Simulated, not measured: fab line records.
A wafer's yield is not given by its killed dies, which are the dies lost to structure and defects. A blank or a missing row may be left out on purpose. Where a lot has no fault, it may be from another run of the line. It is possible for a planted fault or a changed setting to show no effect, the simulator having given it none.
Chamber matching || flow n5_finfet || rie_diel-05 running N5_BEOL_M2_ETCH_70: 4 sister chambers
The step etches SOC in N2/H2, target depth 80 nm, overetch 24 nm, time 130 s. 4 wafers are shown with their chamber, then 11 later ones without.

EACH WAFER AND ITS CHAMBER
{"wafer": "L081.5", "chamber": 0, "showerhead_plenum_p_Torr (Torr)": 2.52}
{"wafer": "L084.2", "chamber": 1, "showerhead_plenum_p_Torr (Torr)": 2.59}
{"wafer": "L084.6", "chamber": 2, "showerhead_plenum_p_Torr (Torr)": 2.68}
{"wafer": "L086.2", "chamber": 3, "showerhead_plenum_p_Torr (Torr)": 2.52}

WAFERS WITH NO CHAMBER GIVEN
{"wafer": "L086.5", "showerhead_plenum_p_Torr (Torr)": 2.68}
{"wafer": "L086.6", "showerhead_plenum_p_Torr (Torr)": 2.52}
{"wafer": "L088.1", "showerhead_plenum_p_Torr (Torr)": 2.58}
{"wafer": "L088.2", "showerhead_plenum_p_Torr (Torr)": 2.51}
{"wafer": "L088.3", "showerhead_plenum_p_Torr (Torr)": 2.51}
{"wafer": "L087.2", "showerhead_plenum_p_Torr (Torr)": 2.51}
{"wafer": "L087.3", "showerhead_plenum_p_Torr (Torr)": 2.58}
{"wafer": "L087.6", "showerhead_plenum_p_Torr (Torr)": 2.51}
{"wafer": "L096.4", "showerhead_plenum_p_Torr (Torr)": 2.50}
{"wafer": "L096.5", "showerhead_plenum_p_Torr (Torr)": 2.66}
{"wafer": "L096.6", "showerhead_plenum_p_Torr (Torr)": 2.57}

THE CHAMBER EACH PASSED THROUGH
{"wafer": "L086.5", "from the rows above": 2, "in truth": 2}
{"wafer": "L086.6", "from the rows above": "can't be placed: 0 or 3", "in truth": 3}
{"wafer": "L088.1", "from the rows above": 1, "in truth": 1}
{"wafer": "L088.2", "from the rows above": "can't be placed: 0 or 3", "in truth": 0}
{"wafer": "L088.3", "from the rows above": "can't be placed: 0 or 3", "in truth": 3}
{"wafer": "L087.2", "from the rows above": "can't be placed: 0 or 3", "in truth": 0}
{"wafer": "L087.3", "from the rows above": 1, "in truth": 1}
{"wafer": "L087.6", "from the rows above": "can't be placed: 0 or 3", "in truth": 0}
{"wafer": "L096.4", "from the rows above": "can't be placed: 0 or 3", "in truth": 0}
{"wafer": "L096.5", "from the rows above": 2, "in truth": 2}
{"wafer": "L096.6", "from the rows above": 1, "in truth": 1}
5 of 11 placed correctly. These rows do not allow placing 6 (true chamber among the candidates in 6). Placed wrongly: 0.
How it was worked out, from the rows above alone: a wafer's distance from a chamber is the root of the sum, over the readings, of the square of ((its reading less the chamber's mean) divided by the reading's scatter). The wafer belongs to the nearest chamber; if the next one is less than 2 further off, it can't be placed. A chamber's mean is the mean of its shown wafers. The scatter: root of mean squared gap, hidden wafer to nearest shown wafer, with one shown wafer a chamber.
